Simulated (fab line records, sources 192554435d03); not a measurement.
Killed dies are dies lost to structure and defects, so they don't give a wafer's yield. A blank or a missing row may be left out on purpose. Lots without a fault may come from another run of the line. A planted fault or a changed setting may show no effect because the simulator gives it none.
One fault seen from 3 desks | flow n5_finfet | each desk has only its own numbers; what lay behind them comes last

THE DEFECT DESK
What the inspections along the route counted, lot by lot: means of the sampled wafers that have a number. A lot is out of limits, marked OUT, if its mean lies more than 4 standard deviations from the usual mean; the brackets give that distance.
Columns: A = raw_defect_count at N5_BEOL_M0_INSPECT_127, usual 65
lot  | first seen here | A
L827 | day 6 02:39     | 29
L833 | day 7 07:44     | 85
L837 | day 8 16:40     | 57
L839 | day 9 13:08     | 66
L848 | day 11 12:20    | 56
L850 | day 11 22:20    | 47
This desk's finding: nothing out of limits on any of the 6 lots.

THE METROLOGY DESK
What the gauges read, lot by lot, whatever tool the lot ran on: means of the sampled wafers that have a number. A lot is out of limits, marked OUT, if its mean lies more than 4 standard deviations from the usual mean; the brackets give that distance. Of its 12 readings 7 are shown: those that lie furthest out on some lot.
Columns: A = M0_RS at N5_BEOL_M0_RS_MEAS_126, usual 0.539 ohm/sq; B = M1_ILD_THK at N5_BEOL_M1_THK_MEAS_01, usual 79.3 nm; C = DIBL_P at N5_BEOL_M4_RC_MEAS_101, usual 36.6 mV/V; D = IOFF_P at N5_BEOL_M4_RC_MEAS_101, usual 0.21 nA/um; E = ION_P at N5_BEOL_M4_RC_MEAS_101, usual 460 uA/um; F = SS_N at N5_BEOL_M4_RC_MEAS_101, usual 71.6 mV/dec; G = VT_P at N5_BEOL_M4_RC_MEAS_101, usual -250 mV
lot  | first seen here | A     | B    | C    | D    | E   | F    | G
L827 | day 6 02:38     | 0.565 | 79.0 | 33.7 | 0.21 | 467 | 70.6 | -249
L833 | day 7 07:43     | 0.545 | 77.2 | 36.0 | 0.21 | 456 | 72.1 | -251
L837 | day 8 16:39     | 0.538 | 80.8 | 38.7 | 0.19 | 453 | 72.1 | -253
L839 | day 9 13:07     | 0.544 | 79.2 | 36.8 | 0.18 | 450 | 71.6 | -254
L848 | day 11 12:19    | 0.534 | 80.5 | 37.6 | 0.25 | 470 | 71.4 | -247
L850 | day 11 22:18    | 0.533 | 80.6 | 37.3 | 0.25 | 458 | 72.3 | -248
This desk's finding: nothing out of limits on any of the 6 lots.

THE TOOL OWNER'S DESK: pecvd-03
The tool's own readings at N5_BEOL_M1_ILD_DEP_00 (deposits SiOC from DEMS/O2, target thk 79 nm, time 15.3 s): means of the sampled wafers that have a number, for each lot that ran on this tool. A lot is out of limits, marked OUT, if its mean lies more than 4 standard deviations from the usual mean; the brackets give that distance.
Columns: A = heater_power_w at N5_BEOL_M1_ILD_DEP_00, usual 465 W; B = showerhead_plenum_p_Torr at N5_BEOL_M1_ILD_DEP_00, usual 5.704 Torr; C = susceptor_temp_C at N5_BEOL_M1_ILD_DEP_00, usual 349.99 C; D = throttle_valve_pct at N5_BEOL_M1_ILD_DEP_00, usual 11.9 %
lot  | first seen here | A   | B     | C                 | D
L827 | day 6 02:41     | 486 | 5.719 | 350.00            | 11.8
L837 | day 8 16:43     | 450 | 5.717 | 349.31            | 11.7
L839 | day 9 13:11     | 459 | 5.718 | 349.08 (-4.8) OUT | 11.8
This desk's finding: out of limits on L839; first on L839, day 9 13:11 (susceptor_temp_C at N5_BEOL_M1_ILD_DEP_00). In limits: L827, L837.

PUT TOGETHER
The tool owner's desk could have raised an alarm at day 9 13:11, on L839.
The defect desk saw nothing out of limits.
The metrology desk saw nothing out of limits.
The defect desk has L839 on record, within its limits.
The metrology desk has L839 on record, within its limits.
Of the lots named, all ran N5_BEOL_M1_ILD_DEP_00 on pecvd-03.

WHAT THE SIMULATOR HAD PUT IN
Process parameter drift: pecvd-03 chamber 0, from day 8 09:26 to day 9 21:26, at N5_BEOL_M1_ILD_DEP_00. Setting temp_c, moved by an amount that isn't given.
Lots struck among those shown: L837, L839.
Hours from the fault's start to each desk's first reading out of limits: the tool owner's desk, 28.
